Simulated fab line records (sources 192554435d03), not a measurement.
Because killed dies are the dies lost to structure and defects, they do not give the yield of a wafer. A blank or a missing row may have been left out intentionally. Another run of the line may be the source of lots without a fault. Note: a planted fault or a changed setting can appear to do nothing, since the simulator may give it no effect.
Which tool did it? / flow n5-finfet / 24 lots, 72 wafers sampled, at 5 steps of a route of 1938

WHAT THE GAUGES READ, wafer by wafer
N5_BEOL_M3_THK_MEAS_53: measures by xrf. Usual: M3_THK 40.5 nm, standard deviation 1.6.
lot=L074; measured=day 7 10:52; on=film-metro-01; M3_THK (nm)=38.1 38.9 42.1; flag=
lot=L076; measured=day 7 12:25; on=film-metro-02; M3_THK (nm)=40.6 41.0 41.8; flag=
lot=L075; measured=day 7 21:55; on=film-metro-01; M3_THK (nm)=40.1 41.6 42.1; flag=
lot=L077; measured=day 8 00:22; on=film-metro-02; M3_THK (nm)=38.8 41.9 39.7; flag=
lot=L078; measured=day 8 02:54; on=film-metro-01; M3_THK (nm)=39.1 41.8 40.0; flag=
lot=L079; measured=day 8 22:02; on=film-metro-01; M3_THK (nm)=38.7 38.1 42.7; flag=
lot=L081; measured=day 9 06:35; on=film-metro-01; M3_THK (nm)=39.0 39.1 38.6; flag=
lot=L082; measured=day 9 12:35; on=film-metro-02; M3_THK (nm)=40.4 39.4 43.2; flag=
lot=L080; measured=day 9 12:51; on=film-metro-02; M3_THK (nm)=39.8 39.0 39.7; flag=
lot=L083; measured=day 9 16:27; on=film-metro-01; M3_THK (nm)=40.0 41.0 41.4; flag=
lot=L084; measured=day 9 20:28; on=film-metro-01; M3_THK (nm)=38.9 41.6 41.0; flag=
lot=L085; measured=day 10 07:40; on=film-metro-02; M3_THK (nm)=40.0 40.3 40.3; flag=
lot=L086; measured=day 10 23:45; on=film-metro-01; M3_THK (nm)=42.7 38.7 40.4; flag=
lot=L087; measured=day 11 03:00; on=film-metro-01; M3_THK (nm)=40.3 41.3 42.8; flag=
lot=L088; measured=day 11 07:23; on=film-metro-01; M3_THK (nm)=38.1 39.8 40.8; flag=
lot=L090; measured=day 11 15:41; on=film-metro-01; M3_THK (nm)=39.2 42.6 43.9; flag=
lot=L089; measured=day 11 18:31; on=film-metro-01; M3_THK (nm)=39.2 41.2 41.1; flag=
lot=L091; measured=day 11 23:01; on=film-metro-02; M3_THK (nm)=38.1 37.2 38.9; flag=
lot=L092; measured=day 12 06:23; on=film-metro-02; M3_THK (nm)=40.6 39.9 40.1; flag=
lot=L094; measured=day 12 10:46; on=film-metro-01; M3_THK (nm)=42.7 42.7 45.9; flag=
lot=L093; measured=day 12 11:10; on=film-metro-02; M3_THK (nm)=39.8 39.1 39.5; flag=
lot=L095; measured=day 12 15:18; on=film-metro-01; M3_THK (nm)=38.2 39.6 39.3; flag=
lot=L096; measured=day 13 05:37; on=film-metro-01; M3_THK (nm)=42.0 43.5 44.6; flag=
lot=L097; measured=day 13 15:55; on=film-metro-02; M3_THK (nm)=35.8 42.1 41.7; flag=

WHICH TOOL RAN EACH LOT (tool, then ch and the chambers of the sampled wafers, then the start)
lot=L074; N5_BEOL_M3_SPUTTER_79=pvd-sputter-01, day 7 08:32; N5_BEOL_M3_SPUTTER_81=pvd-sputter-01, day 7 08:46; N5_BEOL_M3_SPUTTER_94=pvd-sputter-01, day 7 09:52; N5_BEOL_M3_ANNEAL_95=pvd-sputter-01, day 7 09:56
lot=L076; N5_BEOL_M3_SPUTTER_79=pvd-sputter-02, day 7 10:02; N5_BEOL_M3_SPUTTER_81=pvd-sputter-02, day 7 10:16; N5_BEOL_M3_SPUTTER_94=pvd-sputter-02, day 7 11:22; N5_BEOL_M3_ANNEAL_95=pvd-sputter-02, day 7 11:26
lot=L075; N5_BEOL_M3_SPUTTER_79=pvd-sputter-01, day 7 19:35; N5_BEOL_M3_SPUTTER_81=pvd-sputter-01, day 7 19:48; N5_BEOL_M3_SPUTTER_94=pvd-sputter-01, day 7 20:54; N5_BEOL_M3_ANNEAL_95=pvd-sputter-01, day 7 20:59
lot=L077; N5_BEOL_M3_SPUTTER_79=pvd-sputter-03, day 7 21:58; N5_BEOL_M3_SPUTTER_81=pvd-sputter-03, day 7 22:11; N5_BEOL_M3_SPUTTER_94=pvd-sputter-03, day 7 23:17; N5_BEOL_M3_ANNEAL_95=pvd-sputter-03, day 7 23:22
lot=L078; N5_BEOL_M3_SPUTTER_79=pvd-sputter-01, day 8 00:05; N5_BEOL_M3_SPUTTER_81=pvd-sputter-01, day 8 00:18; N5_BEOL_M3_SPUTTER_94=pvd-sputter-01, day 8 01:24; N5_BEOL_M3_ANNEAL_95=pvd-sputter-01, day 8 01:29
lot=L079; N5_BEOL_M3_SPUTTER_79=pvd-sputter-01, day 8 16:19; N5_BEOL_M3_SPUTTER_81=pvd-sputter-01, day 8 16:32; N5_BEOL_M3_SPUTTER_94=pvd-sputter-01, day 8 17:38; N5_BEOL_M3_ANNEAL_95=pvd-sputter-01, day 8 17:43
lot=L081; N5_BEOL_M3_SPUTTER_79=pvd-sputter-03, day 9 02:34; N5_BEOL_M3_SPUTTER_81=pvd-sputter-03, day 9 02:47; N5_BEOL_M3_SPUTTER_94=pvd-sputter-03, day 9 03:53; N5_BEOL_M3_ANNEAL_95=pvd-sputter-03, day 9 03:58
lot=L082; N5_BEOL_M3_SPUTTER_79=pvd-sputter-02, day 9 08:09; N5_BEOL_M3_SPUTTER_81=pvd-sputter-02, day 9 08:22; N5_BEOL_M3_SPUTTER_94=pvd-sputter-02, day 9 09:28; N5_BEOL_M3_ANNEAL_95=pvd-sputter-02, day 9 09:33
lot=L080; N5_BEOL_M3_SPUTTER_79=pvd-sputter-03, day 9 08:13; N5_BEOL_M3_SPUTTER_81=pvd-sputter-03, day 9 08:26; N5_BEOL_M3_SPUTTER_94=pvd-sputter-03, day 9 09:32; N5_BEOL_M3_ANNEAL_95=pvd-sputter-03, day 9 09:37
lot=L083; N5_BEOL_M3_SPUTTER_79=pvd-sputter-03, day 9 10:56; N5_BEOL_M3_SPUTTER_81=pvd-sputter-03, day 9 11:10; N5_BEOL_M3_SPUTTER_94=pvd-sputter-03, day 9 12:16; N5_BEOL_M3_ANNEAL_95=pvd-sputter-03, day 9 12:20
lot=L084; N5_BEOL_M3_SPUTTER_79=pvd-sputter-02, day 9 15:43; N5_BEOL_M3_SPUTTER_81=pvd-sputter-02, day 9 15:56; N5_BEOL_M3_SPUTTER_94=pvd-sputter-02, day 9 17:02; N5_BEOL_M3_ANNEAL_95=pvd-sputter-02, day 9 17:07
lot=L085; N5_BEOL_M3_SPUTTER_79=pvd-sputter-02, day 10 05:21; N5_BEOL_M3_SPUTTER_81=pvd-sputter-02, day 10 05:34; N5_BEOL_M3_SPUTTER_94=pvd-sputter-02, day 10 06:40; N5_BEOL_M3_ANNEAL_95=pvd-sputter-02, day 10 06:45
lot=L086; N5_BEOL_M3_SPUTTER_79=pvd-sputter-03, day 10 21:25; N5_BEOL_M3_SPUTTER_81=pvd-sputter-03, day 10 21:38; N5_BEOL_M3_SPUTTER_94=pvd-sputter-03, day 10 22:44; N5_BEOL_M3_ANNEAL_95=pvd-sputter-03, day 10 22:49
lot=L087; N5_BEOL_M3_SPUTTER_79=pvd-sputter-01, day 11 00:41; N5_BEOL_M3_SPUTTER_81=pvd-sputter-01, day 11 00:54; N5_BEOL_M3_SPUTTER_94=pvd-sputter-01, day 11 02:00; N5_BEOL_M3_ANNEAL_95=pvd-sputter-01, day 11 02:05
lot=L088; N5_BEOL_M3_SPUTTER_79=pvd-sputter-03, day 11 05:04; N5_BEOL_M3_SPUTTER_81=pvd-sputter-03, day 11 05:17; N5_BEOL_M3_SPUTTER_94=pvd-sputter-03, day 11 06:23; N5_BEOL_M3_ANNEAL_95=pvd-sputter-03, day 11 06:28
lot=L090; N5_BEOL_M3_SPUTTER_79=pvd-sputter-02, day 11 13:17; N5_BEOL_M3_SPUTTER_81=pvd-sputter-02, day 11 13:31; N5_BEOL_M3_SPUTTER_94=pvd-sputter-02, day 11 14:37; N5_BEOL_M3_ANNEAL_95=pvd-sputter-02, day 11 14:41
lot=L089; N5_BEOL_M3_SPUTTER_79=pvd-sputter-01, day 11 16:03; N5_BEOL_M3_SPUTTER_81=pvd-sputter-01, day 11 16:16; N5_BEOL_M3_SPUTTER_94=pvd-sputter-01, day 11 17:22; N5_BEOL_M3_ANNEAL_95=pvd-sputter-01, day 11 17:27
lot=L091; N5_BEOL_M3_SPUTTER_79=pvd-sputter-03, day 11 20:41; N5_BEOL_M3_SPUTTER_81=pvd-sputter-03, day 11 20:55; N5_BEOL_M3_SPUTTER_94=pvd-sputter-03, day 11 22:01; N5_BEOL_M3_ANNEAL_95=pvd-sputter-03, day 11 22:05
lot=L092; N5_BEOL_M3_SPUTTER_79=pvd-sputter-03, day 12 04:04; N5_BEOL_M3_SPUTTER_81=pvd-sputter-03, day 12 04:17; N5_BEOL_M3_SPUTTER_94=pvd-sputter-03, day 12 05:23; N5_BEOL_M3_ANNEAL_95=pvd-sputter-03, day 12 05:28
lot=L094; N5_BEOL_M3_SPUTTER_79=pvd-sputter-02, day 12 08:26; N5_BEOL_M3_SPUTTER_81=pvd-sputter-02, day 12 08:39; N5_BEOL_M3_SPUTTER_94=pvd-sputter-02, day 12 09:45; N5_BEOL_M3_ANNEAL_95=pvd-sputter-02, day 12 09:50
lot=L093; N5_BEOL_M3_SPUTTER_79=pvd-sputter-01, day 12 08:50; N5_BEOL_M3_SPUTTER_81=pvd-sputter-01, day 12 09:03; N5_BEOL_M3_SPUTTER_94=pvd-sputter-01, day 12 10:09; N5_BEOL_M3_ANNEAL_95=pvd-sputter-01, day 12 10:14
lot=L095; N5_BEOL_M3_SPUTTER_79=pvd-sputter-03, day 12 12:58; N5_BEOL_M3_SPUTTER_81=pvd-sputter-03, day 12 13:11; N5_BEOL_M3_SPUTTER_94=pvd-sputter-03, day 12 14:17; N5_BEOL_M3_ANNEAL_95=pvd-sputter-03, day 12 14:22
lot=L096; N5_BEOL_M3_SPUTTER_79=pvd-sputter-03, day 13 03:17; N5_BEOL_M3_SPUTTER_81=pvd-sputter-03, day 13 03:31; N5_BEOL_M3_SPUTTER_94=pvd-sputter-03, day 13 04:37; N5_BEOL_M3_ANNEAL_95=pvd-sputter-03, day 13 04:41
lot=L097; N5_BEOL_M3_SPUTTER_79=pvd-sputter-02, day 13 13:35; N5_BEOL_M3_SPUTTER_81=pvd-sputter-02, day 13 13:49; N5_BEOL_M3_SPUTTER_94=pvd-sputter-02, day 13 14:55; N5_BEOL_M3_ANNEAL_95=pvd-sputter-02, day 13 14:59
- N5_BEOL_M3_SPUTTER_79: material Cu, target thk 4.5 nm, time 8.29 s.
- N5_BEOL_M3_SPUTTER_81: material Cu, target thk 4.5 nm, time 8.29 s.
- N5_BEOL_M3_SPUTTER_94: material Cu, target thk 4.5 nm, time 8.29 s.
- N5_BEOL_M3_ANNEAL_95: time 240 s.

WHAT THE TOOLS THEMSELVES READ (means of the sampled wafers that have a number; where no wafer has one, the mark that the record gives instead)
N5_BEOL_M3_SPUTTER_79. Usual: chuck-gas-flow-sccm 1.27 sccm, standard deviation 0.06; chuck-sensor-temp-C -16.1 C, standard deviation 0.41; throttle-valve-pct 29.4 %, standard deviation 1.2.
lot=L074; tool=pvd-sputter-01; chuck-gas-flow-sccm (sccm)=1.20; chuck-sensor-temp-C (C)=-16.1; throttle-valve-pct (%)=28.5; flag=
lot=L076; tool=pvd-sputter-02; chuck-gas-flow-sccm (sccm)=1.27; chuck-sensor-temp-C (C)=-16.1; throttle-valve-pct (%)=30.2; flag=
lot=L075; tool=pvd-sputter-01; chuck-gas-flow-sccm (sccm)=1.25; chuck-sensor-temp-C (C)=-16.2; throttle-valve-pct (%)=28.7; flag=
lot=L077; tool=pvd-sputter-03; chuck-gas-flow-sccm (sccm)=1.23; chuck-sensor-temp-C (C)=-16.0; throttle-valve-pct (%)=29.4; flag=
lot=L078; tool=pvd-sputter-01; chuck-gas-flow-sccm (sccm)=1.24; chuck-sensor-temp-C (C)=-15.5; throttle-valve-pct (%)=29.2; flag=
lot=L079; tool=pvd-sputter-01; chuck-gas-flow-sccm (sccm)=1.26; chuck-sensor-temp-C (C)=-16.4; throttle-valve-pct (%)=27.9; flag=
lot=L081; tool=pvd-sputter-03; chuck-gas-flow-sccm (sccm)=1.28; chuck-sensor-temp-C (C)=-16.0; throttle-valve-pct (%)=29.4; flag=
lot=L082; tool=pvd-sputter-02; chuck-gas-flow-sccm (sccm)=1.29; chuck-sensor-temp-C (C)=-16.1; throttle-valve-pct (%)=30.6; flag=
lot=L080; tool=pvd-sputter-03; chuck-gas-flow-sccm (sccm)=1.27; chuck-sensor-temp-C (C)=-16.2; throttle-valve-pct (%)=28.6; flag=
lot=L083; tool=pvd-sputter-03; chuck-gas-flow-sccm (sccm)=1.25; chuck-sensor-temp-C (C)=-16.3; throttle-valve-pct (%)=28.7; flag=
lot=L084; tool=pvd-sputter-02; chuck-gas-flow-sccm (sccm)=1.31; chuck-sensor-temp-C (C)=-16.3; throttle-valve-pct (%)=30.2; flag=
lot=L085; tool=pvd-sputter-02; chuck-gas-flow-sccm (sccm)=1.23; chuck-sensor-temp-C (C)=-16.1; throttle-valve-pct (%)=30.2; flag=
lot=L086; tool=pvd-sputter-03; chuck-gas-flow-sccm (sccm)=1.26; chuck-sensor-temp-C (C)=-16.1; throttle-valve-pct (%)=29.4; flag=
lot=L087; tool=pvd-sputter-01; chuck-gas-flow-sccm (sccm)=1.29; chuck-sensor-temp-C (C)=-16.0; throttle-valve-pct (%)=28.7; flag=
lot=L088; tool=pvd-sputter-03; chuck-gas-flow-sccm (sccm)=1.33; chuck-sensor-temp-C (C)=-16.0; throttle-valve-pct (%)=29.4; flag=
lot=L090; tool=pvd-sputter-02; chuck-gas-flow-sccm (sccm)=1.28; chuck-sensor-temp-C (C)=-16.1; throttle-valve-pct (%)=30.9; flag=
lot=L089; tool=pvd-sputter-01; chuck-gas-flow-sccm (sccm)=1.20; chuck-sensor-temp-C (C)=-16.0; throttle-valve-pct (%)=28.8; flag=
lot=L091; tool=pvd-sputter-03; chuck-gas-flow-sccm (sccm)=1.28; chuck-sensor-temp-C (C)=-16.3; throttle-valve-pct (%)=28.9; flag=
lot=L092; tool=pvd-sputter-03; chuck-gas-flow-sccm (sccm)=1.24; chuck-sensor-temp-C (C)=-16.1; throttle-valve-pct (%)=29.5; flag=
lot=L094; tool=pvd-sputter-02; chuck-gas-flow-sccm (sccm)=1.27; chuck-sensor-temp-C (C)=-16.3; throttle-valve-pct (%)=29.9; flag=
lot=L093; tool=pvd-sputter-01; chuck-gas-flow-sccm (sccm)=1.24; chuck-sensor-temp-C (C)=-15.6; throttle-valve-pct (%)=29.1; flag=
lot=L095; tool=pvd-sputter-03; chuck-gas-flow-sccm (sccm)=1.32; chuck-sensor-temp-C (C)=-15.9; throttle-valve-pct (%)=29.4; flag=
lot=L096; tool=pvd-sputter-03; chuck-gas-flow-sccm (sccm)=1.27; chuck-sensor-temp-C (C)=-15.9; throttle-valve-pct (%)=30.3; flag=
lot=L097; tool=pvd-sputter-02; chuck-gas-flow-sccm (sccm)=1.32; chuck-sensor-temp-C (C)=-16.4; throttle-valve-pct (%)=30.1; flag=

N5_BEOL_M3_SPUTTER_81. Usual: chuck-gas-flow-sccm 1.27 sccm, standard deviation 0.052; chuck-sensor-temp-C -16.0 C, standard deviation 0.43; throttle-valve-pct 29.4 %, standard deviation 1.2.
lot=L074; tool=pvd-sputter-01; chuck-gas-flow-sccm (sccm)=1.29; chuck-sensor-temp-C (C)=-16.1; throttle-valve-pct (%)=28.8; flag=
lot=L076; tool=pvd-sputter-02; chuck-gas-flow-sccm (sccm)=1.24; chuck-sensor-temp-C (C)=-16.1; throttle-valve-pct (%)=30.3; flag=
lot=L075; tool=pvd-sputter-01; chuck-gas-flow-sccm (sccm)=1.24; chuck-sensor-temp-C (C)=-16.1; throttle-valve-pct (%)=28.5; flag=
lot=L077; tool=pvd-sputter-03; chuck-gas-flow-sccm (sccm)=1.21; chuck-sensor-temp-C (C)=-16.0; throttle-valve-pct (%)=29.4; flag=
lot=L078; tool=pvd-sputter-01; chuck-gas-flow-sccm (sccm)=1.29; chuck-sensor-temp-C (C)=-15.4; throttle-valve-pct (%)=29.0; flag=
lot=L079; tool=pvd-sputter-01; chuck-gas-flow-sccm (sccm)=1.27; chuck-sensor-temp-C (C)=-16.4; throttle-valve-pct (%)=27.8; flag=
lot=L081; tool=pvd-sputter-03; chuck-gas-flow-sccm (sccm)=1.24; chuck-sensor-temp-C (C)=-15.9; throttle-valve-pct (%)=29.4; flag=
lot=L082; tool=pvd-sputter-02; chuck-gas-flow-sccm (sccm)=1.29; chuck-sensor-temp-C (C)=-15.9; throttle-valve-pct (%)=30.5; flag=
lot=L080; tool=pvd-sputter-03; chuck-gas-flow-sccm (sccm)=1.22; chuck-sensor-temp-C (C)=-16.2; throttle-valve-pct (%)=28.7; flag=
lot=L083; tool=pvd-sputter-03; chuck-gas-flow-sccm (sccm)=1.26; chuck-sensor-temp-C (C)=-16.3; throttle-valve-pct (%)=28.6; flag=
lot=L084; tool=pvd-sputter-02; chuck-gas-flow-sccm (sccm)=1.29; chuck-sensor-temp-C (C)=-16.3; throttle-valve-pct (%)=30.3; flag=
lot=L085; tool=pvd-sputter-02; chuck-gas-flow-sccm (sccm)=1.27; chuck-sensor-temp-C (C)=-16.1; throttle-valve-pct (%)=30.3; flag=
lot=L086; tool=pvd-sputter-03; chuck-gas-flow-sccm (sccm)=1.24; chuck-sensor-temp-C (C)=-16.1; throttle-valve-pct (%)=29.5; flag=
lot=L087; tool=pvd-sputter-01; chuck-gas-flow-sccm (sccm)=1.27; chuck-sensor-temp-C (C)=-16.0; throttle-valve-pct (%)=28.7; flag=
lot=L088; tool=pvd-sputter-03; chuck-gas-flow-sccm (sccm)=1.27; chuck-sensor-temp-C (C)=-16.0; throttle-valve-pct (%)=29.4; flag=
lot=L090; tool=pvd-sputter-02; chuck-gas-flow-sccm (sccm)=1.25; chuck-sensor-temp-C (C)=-16.2; throttle-valve-pct (%)=30.8; flag=
lot=L089; tool=pvd-sputter-01; chuck-gas-flow-sccm (sccm)=1.30; chuck-sensor-temp-C (C)=-16.1; throttle-valve-pct (%)=28.6; flag=
lot=L091; tool=pvd-sputter-03; chuck-gas-flow-sccm (sccm)=1.31; chuck-sensor-temp-C (C)=-16.3; throttle-valve-pct (%)=28.6; flag=
lot=L092; tool=pvd-sputter-03; chuck-gas-flow-sccm (sccm)=1.26; chuck-sensor-temp-C (C)=-16.0; throttle-valve-pct (%)=29.4; flag=
lot=L094; tool=pvd-sputter-02; chuck-gas-flow-sccm (sccm)=1.22; chuck-sensor-temp-C (C)=-16.2; throttle-valve-pct (%)=29.9; flag=
lot=L093; tool=pvd-sputter-01; chuck-gas-flow-sccm (sccm)=1.21; chuck-sensor-temp-C (C)=-15.5; throttle-valve-pct (%)=29.2; flag=
lot=L095; tool=pvd-sputter-03; chuck-gas-flow-sccm (sccm)=1.24; chuck-sensor-temp-C (C)=-15.9; throttle-valve-pct (%)=29.5; flag=
lot=L096; tool=pvd-sputter-03; chuck-gas-flow-sccm (sccm)=1.22; chuck-sensor-temp-C (C)=-15.9; throttle-valve-pct (%)=29.9; flag=
lot=L097; tool=pvd-sputter-02; chuck-gas-flow-sccm (sccm)=1.23; chuck-sensor-temp-C (C)=-16.4; throttle-valve-pct (%)=30.1; flag=

N5_BEOL_M3_SPUTTER_94. Usual: chuck-gas-flow-sccm 1.26 sccm, standard deviation 0.055; chuck-sensor-temp-C -16.0 C, standard deviation 0.41; throttle-valve-pct 29.4 %, standard deviation 1.2.
lot=L074; tool=pvd-sputter-01; chuck-gas-flow-sccm (sccm)=1.31; chuck-sensor-temp-C (C)=-16.1; throttle-valve-pct (%)=28.7; flag=
lot=L076; tool=pvd-sputter-02; chuck-gas-flow-sccm (sccm)=1.26; chuck-sensor-temp-C (C)=-16.1; throttle-valve-pct (%)=30.3; flag=
lot=L075; tool=pvd-sputter-01; chuck-gas-flow-sccm (sccm)=1.23; chuck-sensor-temp-C (C)=-16.1; throttle-valve-pct (%)=28.7; flag=
lot=L077; tool=pvd-sputter-03; chuck-gas-flow-sccm (sccm)=1.27; chuck-sensor-temp-C (C)=-16.0; throttle-valve-pct (%)=29.3; flag=
lot=L078; tool=pvd-sputter-01; chuck-gas-flow-sccm (sccm)=1.28; chuck-sensor-temp-C (C)=-15.6; throttle-valve-pct (%)=29.3; flag=
lot=L079; tool=pvd-sputter-01; chuck-gas-flow-sccm (sccm)=1.33; chuck-sensor-temp-C (C)=-16.5; throttle-valve-pct (%)=27.7; flag=
lot=L081; tool=pvd-sputter-03; chuck-gas-flow-sccm (sccm)=1.22; chuck-sensor-temp-C (C)=-16.0; throttle-valve-pct (%)=29.5; flag=
lot=L082; tool=pvd-sputter-02; chuck-gas-flow-sccm (sccm)=1.24; chuck-sensor-temp-C (C)=-16.1; throttle-valve-pct (%)=30.5; flag=
lot=L080; tool=pvd-sputter-03; chuck-gas-flow-sccm (sccm)=1.29; chuck-sensor-temp-C (C)=-16.3; throttle-valve-pct (%)=28.7; flag=
lot=L083; tool=pvd-sputter-03; chuck-gas-flow-sccm (sccm)=1.28; chuck-sensor-temp-C (C)=-16.2; throttle-valve-pct (%)=28.7; flag=
lot=L084; tool=pvd-sputter-02; chuck-gas-flow-sccm (sccm)=1.29; chuck-sensor-temp-C (C)=-16.3; throttle-valve-pct (%)=30.0; flag=
lot=L085; tool=pvd-sputter-02; chuck-gas-flow-sccm (sccm)=1.21; chuck-sensor-temp-C (C)=-16.1; throttle-valve-pct (%)=30.1; flag=
lot=L086; tool=pvd-sputter-03; chuck-gas-flow-sccm (sccm)=1.26; chuck-sensor-temp-C (C)=-16.1; throttle-valve-pct (%)=29.4; flag=
lot=L087; tool=pvd-sputter-01; chuck-gas-flow-sccm (sccm)=1.33; chuck-sensor-temp-C (C)=-16.2; throttle-valve-pct (%)=28.6; flag=
lot=L088; tool=pvd-sputter-03; chuck-gas-flow-sccm (sccm)=1.29; chuck-sensor-temp-C (C)=-16.0; throttle-valve-pct (%)=29.3; flag=
lot=L090; tool=pvd-sputter-02; chuck-gas-flow-sccm (sccm)=1.24; chuck-sensor-temp-C (C)=-16.1; throttle-valve-pct (%)=30.9; flag=
lot=L089; tool=pvd-sputter-01; chuck-gas-flow-sccm (sccm)=1.29; chuck-sensor-temp-C (C)=-16.1; throttle-valve-pct (%)=28.6; flag=
lot=L091; tool=pvd-sputter-03; chuck-gas-flow-sccm (sccm)=1.27; chuck-sensor-temp-C (C)=-16.2; throttle-valve-pct (%)=28.8; flag=
lot=L092; tool=pvd-sputter-03; chuck-gas-flow-sccm (sccm)=1.21; chuck-sensor-temp-C (C)=-16.0; throttle-valve-pct (%)=29.6; flag=
lot=L094; tool=pvd-sputter-02; chuck-gas-flow-sccm (sccm)=1.24; chuck-sensor-temp-C (C)=-16.3; throttle-valve-pct (%)=29.9; flag=
lot=L093; tool=pvd-sputter-01; chuck-gas-flow-sccm (sccm)=1.28; chuck-sensor-temp-C (C)=-15.6; throttle-valve-pct (%)=29.2; flag=
lot=L095; tool=pvd-sputter-03; chuck-gas-flow-sccm (sccm)=1.28; chuck-sensor-temp-C (C)=-16.0; throttle-valve-pct (%)=29.5; flag=
lot=L096; tool=pvd-sputter-03; chuck-gas-flow-sccm (sccm)=1.22; chuck-sensor-temp-C (C)=-15.8; throttle-valve-pct (%)=30.1; flag=
lot=L097; tool=pvd-sputter-02; chuck-gas-flow-sccm (sccm)=1.25; chuck-sensor-temp-C (C)=-16.3; throttle-valve-pct (%)=30.1; flag=

N5_BEOL_M3_ANNEAL_95. Usual: heater-power-w at 833 W, with a standard deviation of 64.
lot=L074; tool=pvd-sputter-01; heater-power-w (W)=825; flag=
lot=L076; tool=pvd-sputter-02; heater-power-w (W)=812; flag=
lot=L075; tool=pvd-sputter-01; heater-power-w (W)=835; flag=
lot=L077; tool=pvd-sputter-03; heater-power-w (W)=861; flag=
lot=L078; tool=pvd-sputter-01; heater-power-w (W)=830; flag=
lot=L079; tool=pvd-sputter-01; heater-power-w (W)=807; flag=
lot=L081; tool=pvd-sputter-03; heater-power-w (W)=866; flag=
lot=L082; tool=pvd-sputter-02; heater-power-w (W)=777; flag=
lot=L080; tool=pvd-sputter-03; heater-power-w (W)=801; flag=
lot=L083; tool=pvd-sputter-03; heater-power-w (W)=807; flag=
lot=L084; tool=pvd-sputter-02; heater-power-w (W)=836; flag=
lot=L085; tool=pvd-sputter-02; heater-power-w (W)=811; flag=
lot=L086; tool=pvd-sputter-03; heater-power-w (W)=873; flag=
lot=L087; tool=pvd-sputter-01; heater-power-w (W)=831; flag=
lot=L088; tool=pvd-sputter-03; heater-power-w (W)=860; flag=
lot=L090; tool=pvd-sputter-02; heater-power-w (W)=778; flag=
lot=L089; tool=pvd-sputter-01; heater-power-w (W)=829; flag=
lot=L091; tool=pvd-sputter-03; heater-power-w (W)=846; flag=
lot=L092; tool=pvd-sputter-03; heater-power-w (W)=863; flag=
lot=L094; tool=pvd-sputter-02; heater-power-w (W)=834; flag=
lot=L093; tool=pvd-sputter-01; heater-power-w (W)=852; flag=
lot=L095; tool=pvd-sputter-03; heater-power-w (W)=862; flag=
lot=L096; tool=pvd-sputter-03; heater-power-w (W)=904; flag=
lot=L097; tool=pvd-sputter-02; heater-power-w (W)=828; flag=

THE ANSWER, worked out from the rows above alone
Rule: a lot is off if the mean of its wafers that have a number lies more than 3 standard deviations from the usual mean. Also off: a lot with no number at a reading for which 4 or more lots have one. All remaining lots with rows at the step are treated as sound. First the gauges in route order, then the tools' own readings, where a lot's mean is used as printed above. At the first step where some lot is off, the reading lying furthest off is the one used; lots without a number count as furthest.
None of the lots is off at any reading shown; this tells nothing.

WHAT THE SIMULATOR HAD PUT IN
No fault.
